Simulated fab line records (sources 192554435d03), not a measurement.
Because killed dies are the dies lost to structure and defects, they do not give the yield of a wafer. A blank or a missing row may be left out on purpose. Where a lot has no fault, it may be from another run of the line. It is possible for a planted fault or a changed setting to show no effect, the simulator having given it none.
A lot that was struck, set against a sound lot    flow n5 finfet    23 out of 1938 route steps
Sound: these wafers, L442.1, L442.5, L442.6. Struck: wafers L453.1, L453.3, L453.6. The cause is named last.
Each step with rows lists, per side, the tool, then ch with its chambers, then its first start. Under that, the readings that differ: sound wafers    struck wafers    difference of the means    sigmas: that difference in standard deviations of wafers without a fault.
alike: readings whose means differ by less than 2 such deviations, and words and numbers that are the same on both sides. not compared: withheld readings, readings that some wafer has no value for, bounds like >300 that may hide the same value, and numbers for which the record gives no deviation and whose values overlap.
A row with sigmas, a row that says differs or no value, or rows on one side alone: a step with any of these is where the two part. Non-overlapping numbers with no deviation appear without sigmas and do not part them. Lack of a reading on every wafer of one side parts them only where that side has two or more wafers.

first, 11 steps without rows for these wafers: N5_FIN_SAQP_MANDREL_ETCH_58 (etches a-Si in HBr/Cl2, stops on SiNx, target depth 45 nm, bt time 10 s, time 27 s); N5_FIN_SAQP_RECESS_63 (chemistry HF/NH3, target SiO2, target depth 18 nm, afs cycles 3, sublimation time 60 s); N5_FIN_SAQP_COAT_68 (time 60 s, resist thk 100 nm); N5_FIN_SAQP_ETCH_69 (etches SOC in N2/H2, stops on SiNx, target depth 150 nm); N5_FIN_SAQP_ETCH_67 (etches SiNx in CH3F/O2, target depth 30 nm); N5_FIN_SAQP_STRIP_70 (strips in N2/H2); N5_FIN_SAQP_RECESS_71 (chemistry HF/NH3, target SiO2, target depth 3 nm, afs cycles 1, sublimation time 60 s); N5_FIN_SAQP_SPACER2_ALD_28 (deposits SiO2, target thk 8.1 nm, pulse time 1 s, purge time 2 s); N5_FIN_SAQP_SPACER2_ETCHBACK_29 (etches SiO2 in CHF3/O2, target depth 12.2 nm, time 6.1 s); N5_FIN_SAQP_MANDREL2_REMOVE_60 (chemistry HBr/Cl2/O2, target a-Si, stops on SiNx, bt time 10 s); N5_FIN_SAQP_HM_OPEN_33 (chemistry CH3F/O2, target SiNx, target depth 49.4 nm, time 70.6 s).
N5_FIN_SAQP_ETCH_34: etches SiO2 in C4F6/O2, target depth 45 nm, time 15 s.
  sound on rie diel-04 ch 1,2, day 2 14:50; struck on rie diel-04 ch 0,1,2, day 5 09:55
  no value came back on the struck wafers for any of 9 readings (C4F6_flow_sccm (sccm), O2_flow_sccm (sccm) and others); on the sound wafers C4F6_flow_sccm (sccm) reads 9.979 9.993 10.005
reading                                       sound           struck        difference  sigmas
model.SiNx_of_FIN_SAQP_HM_DEP_03.thk nm (nm)  33.8 34.8 34.8  37.2 37.4 38  +3.1        
  not compared: rf hours counter h
then, 1 step without rows for these wafers: N5_FIN_SAQP_STRIP_77 (strips in N2/H2, time 90 s).
N5_FIN_SAQP_HM_CD_35 targets a cd of 8 nm.
  sound: cd sem-02 at day 2 14:58; struck: cd sem-02 at day 5 10:04
reading     sound           struck  difference                     sigmas
cd nm (nm)  8.01 8.15 7.99  - - -   no value on the struck wafers  
then, 2 steps without rows for these wafers: N5_FIN_SAQP_ETCH_64 (etches SiO2 in CF4, target depth 1.5 nm); N5_FIN_SAQP_FIN_ETCH_36 (etches the open film in HBr/Cl2/O2, target depth 120 nm, time 50.4 s).
N5_FIN_SAQP_CD_MEAS_37 targets a cd of 8 nm.
  sound: cd sem-03 at day 2 15:10; struck: cd sem-02 at day 5 10:15
reading     sound           struck  difference                     sigmas
cd nm (nm)  8.04 8.66 8.35  - - -   no value on the struck wafers  
then, 1 step without rows for these wafers: N5_FIN_SAQP_PRECLEAN_38 (cleans in O3/DIW, time 45 s).
N5_FIN_SAQP_PRECLEAN_45: cleans in dHF, time 10 s.
  sound on wet bench-02 ch 3,5,7, day 2 15:13; struck on wet bench-01 ch 4,5,6, day 5 10:19
reading                                       sound         struck          difference  sigmas
model.SiNx_of_FIN_SAQP_HM_DEP_03.thk nm (nm)  21 21.4 21.2  23.8 24.4 24.6  +3.1        
then, 1 step without rows for these wafers: N5_FIN_SAQP_SRD_39 (time 30 s).
N5_FIN_SAQP_OCD_MEAS_76:
  sound: ocd-01 at day 2 15:16; struck: ocd-01 at day 5 10:23
reading               sound              struck     difference  sigmas
trench depth nm (nm)  117.1 121.3 120.7  0.0 0.2 0  -119.6      -54
N5_BEOL_M4_RC_MEAS_101:
  the record has rows for the sound wafers here (prober-01 ch 0, day 8 10:17) and none for the struck ones
-- the record jumps here: 10 days lie between the struck wafers' starts before and after (it left off in module BEOL_M4 and takes up again in module PASSIVATION, whose first step shown is number 1936 of the route) --
N5_PASSIVATION_PROBE_49:
  sound: prober-01 at day 12 17:38; struck: prober-01 at day 15 06:58
reading                   sound           struck          difference  sigmas
defect limited yield (%)  94.7 90.5 94.6  0 0 0           -93         -62
killed at front end       26 63 29        1128 1126 1127  +1088       +99
killed dies               63 112 64       1180 1180 1180  +1100       +65
killed on rim             12 15 7         152 152 152     +141        +34
sort_bin_5_function (%)   3.0 5.3 3.4     96.9 96.9 96.7  +92.9       +99
sort n pass               1117 1068 1116  0 0 0           -1100       -65
sort yield pct (%)        94.7 90.5 94.6  0 0 0           -93         -62
  alike: killed_at_M0_to_M3, killed_at_M4_up, killed at contacts, killed at other, killed open, killed short, sort_bin_6_memory

## WHERE THEY PART
Last at N5_PASSIVATION_PROBE_49 as far as this record goes, first at N5_FIN_SAQP_ETCH_34.

WHY: the cause the simulator had injected
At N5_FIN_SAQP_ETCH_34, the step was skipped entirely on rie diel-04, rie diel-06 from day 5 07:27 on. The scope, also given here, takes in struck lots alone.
